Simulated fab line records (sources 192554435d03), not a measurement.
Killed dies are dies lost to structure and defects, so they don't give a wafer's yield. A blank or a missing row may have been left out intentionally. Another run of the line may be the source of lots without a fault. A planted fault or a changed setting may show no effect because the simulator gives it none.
Which tool did it?	flow n5_finfet	12 lots, 35 wafers sampled, at 3 steps of a route of 1938

## WHAT THE GAUGES READ, wafer by wafer
N5_BEOL_M15_THK_MEAS_01.
lot	measured	on	M15_ILD_THK (nm)
L522	day 10 14:54	film_metro-01	1602 1572 1626
L523	day 10 23:21	film_metro-01	1589 1619 1632
L525	day 11 03:45	film_metro-02	1608 1648 1630
L526	day 11 08:01	film_metro-02	1610 1612 1614
L527	day 11 12:44	film_metro-01	1581 1601 1627
L528	day 11 15:11	film_metro-02	1546 1603 1613
L531	day 12 07:15	film_metro-02	1648 1612 1615
L532	day 12 10:52	film_metro-01	1556 1601 1609
L536	day 15 19:12	film_metro-01	1581 1632 1631
L533	day 16 21:47	film_metro-02	1612 1647 1627
L535	day 18 09:02	film_metro-02	1601 1610
L545	day 18 14:25	film_metro-02	1614 1595 1647

N5_BEOL_M15_OVL_MEAS_11.
lot	measured	on	V14_OVL (nm)
L522	day 10 15:14	overlay-01	0 -3 -1
L523	day 10 23:50	overlay-01	0 -6 -5
L525	day 11 04:05	overlay-01	-4 1 10
L526	day 11 08:29	overlay-02	-4 -7 -8
L527	day 11 13:13	overlay-02	6 -6 -7
L528	day 11 15:32	overlay-01	4 -6 0
L531	day 12 07:35	overlay-01	4 0 -3
L532	day 12 11:13	overlay-02	11 -5 4
L536	day 15 19:32	overlay-01	5 -6 -9
L533	day 16 22:14	overlay-02	-4 -4 -1
L535	day 18 09:23	overlay-01	1 -8
L545	day 18 14:45	overlay-02	3 -6 -11

N5_BEOL_M15_OVL_MEAS_29.
lot	measured	on	M15_OVL (nm)
L522	day 10 17:01	overlay-02	8 7 7
L523	day 11 01:56	overlay-02	-3 -3 1
L525	day 11 05:42	overlay-01	-1 3 0
L526	day 11 10:27	overlay-02	0 2 -3
L527	day 11 14:49	overlay-02	12 2 3
L528	day 11 18:11	overlay-01	-5 -5 -1
L531	day 12 09:02	overlay-01	1 2 2
L532	day 12 12:47	overlay-02	-4 -10 -1
L536	day 15 20:59	overlay-01	1 1 -2
L533	day 16 23:49	overlay-02	5 -4 4
L535	day 18 12:32	overlay-02	9 0
L545	day 18 16:17	overlay-01	-2 6 6

## WHICH TOOL RAN EACH LOT (tool, then ch and the chambers of the sampled wafers, then the start)
There is no process step in the record ahead of these readings.

## AS READ BY THE TOOLS THEMSELVES (means over the sampled wafers that have a number; for cases with no such wafer, the mark the record gives instead)
The record holds no such reading with a usual standard deviation.

## THE ANSWER, worked out from the rows above alone
Rule: what is usual is taken from the lots themselves. Put in order of their means at a reading, lots are off if they are a third of the lots or fewer, leave a main group of 4 or more, and stand apart from it by a gap of 3 or more times the standard deviation of the main group's means; of several such gaps the widest counts. The tables above print the reading to a certain number of digits; a main group whose means all agree to those digits is not used. A lot without any number at a reading at which 4 lots or more have one is off too. Any other lot the step has rows for is counted as sound. After the gauges, taken in route order, come the tools' own readings; for these a lot's mean is taken, as printed above. The first step at which some lot is off is used, and at that step the reading that is off furthest; a lot without a number counts as furthest.
No lot is off at any reading shown: from this, nothing can be told.

## WHAT THE SIMULATOR HAD PUT IN
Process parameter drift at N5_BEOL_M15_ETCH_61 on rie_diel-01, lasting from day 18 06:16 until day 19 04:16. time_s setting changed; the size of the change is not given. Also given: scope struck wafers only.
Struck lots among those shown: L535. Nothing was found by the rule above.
